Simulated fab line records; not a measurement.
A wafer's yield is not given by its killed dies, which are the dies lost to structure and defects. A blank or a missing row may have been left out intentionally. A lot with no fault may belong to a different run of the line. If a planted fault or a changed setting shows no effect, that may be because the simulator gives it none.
8D (eight disciplines) problem report, filled in by code | flow n5_finfet | the parts of the form that need people (team, actions taken, sign-off) are left out

1. THE ISSUE
Mean of run_length_s at N5_BEOL_M3_COAT_61: 54.05 s across 4 wafers in 2 lots; on wafers with no fault it is 65.98 s (standard deviation 0.13). That is -92 standard deviations from the usual mean.
The step: time 60 s, resist thk 60 nm.
Seen first at day 11 22:52 on litho_track-02, wafer L832.3. The record has a number at this step for 33 wafers belonging to 11 lots. The rule behind "out" and "out of limits": a value lying over 4 standard deviations away from the usual mean. Any other wafer with a number is counted as sound.

2. WHAT THIS IS AND IS NOT
question                    | is                                 | is not
which readings at this step | run_length_s, heater_power_total_W | -
which lots                  | L832, L835                         | L816, L817, L818, L819, L824, L825, L826, L830, L831
which wafers of those lots  | L832.3, L832.4, L835.3, L835.4     | L832.6, L835.2
read on which tools         | litho_track-02                     | litho_track-01, litho_track-03
when                        | from day 11 22:52                  | up to then (25 sound wafers); but 4 sound wafers of L831, L835 came after

3. SUSPECTS, AND WHAT RULES EACH OUT
Counting: any tool at a process step up to the reading remains a suspect provided it ran every lot that is out. Sound lots after the first of them don't rule it out here, since some wafers of a struck lot are sound.
- pvd_sputter-03 at N5_BEOL_M2_ANNEAL_91 (time 240 s): kept. It processed each lot that is out (first: L832, day 11 19:58); up to then, its last sound lot is L830 (day 11 03:01).
- pvd_sputter-03 at N5_BEOL_M2_SPUTTER_94 (material Cu, target thk 4.5 nm, time 8.29 s): kept. It processed each lot that is out (first: L832, day 11 20:20); up to then, its last sound lot is L830 (day 11 03:22).
- pvd_sputter-03 at N5_BEOL_M2_SPUTTER_96 (material Cu, target thk 4.5 nm, time 8.29 s): kept. It processed each lot that is out (first: L832, day 11 20:33); up to then, its last sound lot is L830 (day 11 03:35).
- litho_track-02 at N5_BEOL_M3_COAT_61 (time 60 s, resist thk 60 nm): kept. It processed each lot that is out (first: L832, day 11 22:52); up to then, its last sound lot is L826 (day 10 08:28). On those wafers its own readings are out: heater_power_total_W, run_length_s.
Left after counting: pvd_sputter-03 at N5_BEOL_M2_ANNEAL_91, pvd_sputter-03 at N5_BEOL_M2_SPUTTER_94, pvd_sputter-03 at N5_BEOL_M2_SPUTTER_96, litho_track-02 at N5_BEOL_M3_COAT_61.

4. THE CAUSE (what the simulator had put in)
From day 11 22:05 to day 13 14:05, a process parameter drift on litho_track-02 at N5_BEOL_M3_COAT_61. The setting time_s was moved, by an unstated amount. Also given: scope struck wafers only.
Counting leaves 4 suspects; this tool is one of them.

5. THE EFFECT CHAIN, in route order
One row per reading whose mean, taken over the struck wafers that have a number, lies over 3 standard deviations from the usual. Only readings whose record carries a usual standard deviation are examined. hours: median over the lots of the time between each lot's start at the first step of this table that gives one and its start at this step. sigmas: the change, counted in usual standard deviations.
hours | step               | reading              | usual   | on struck wafers | change | sigmas
0     | N5_BEOL_M3_COAT_61 | heater_power_total_W | 500.4 W | 570.6            | +70.2  | +39
0     | N5_BEOL_M3_COAT_61 | run_length_s         | 65.98 s | 54.05            | -11.94 | -92
Here are the process steps it includes:
- N5_BEOL_M3_COAT_61: time 60 s, resist thk 60 nm.
Later steps that measure or inspect, where all struck wafers having a row at the step show a number for every such reading and not one has moved that far: N5_BEOL_M4_RC_MEAS_101.

6. HOW IT WOULD HAVE BEEN CAUGHT EARLIER
In this record the first reading out of limits was taken at day 11 22:52, 1 hour after the fault began at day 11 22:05.
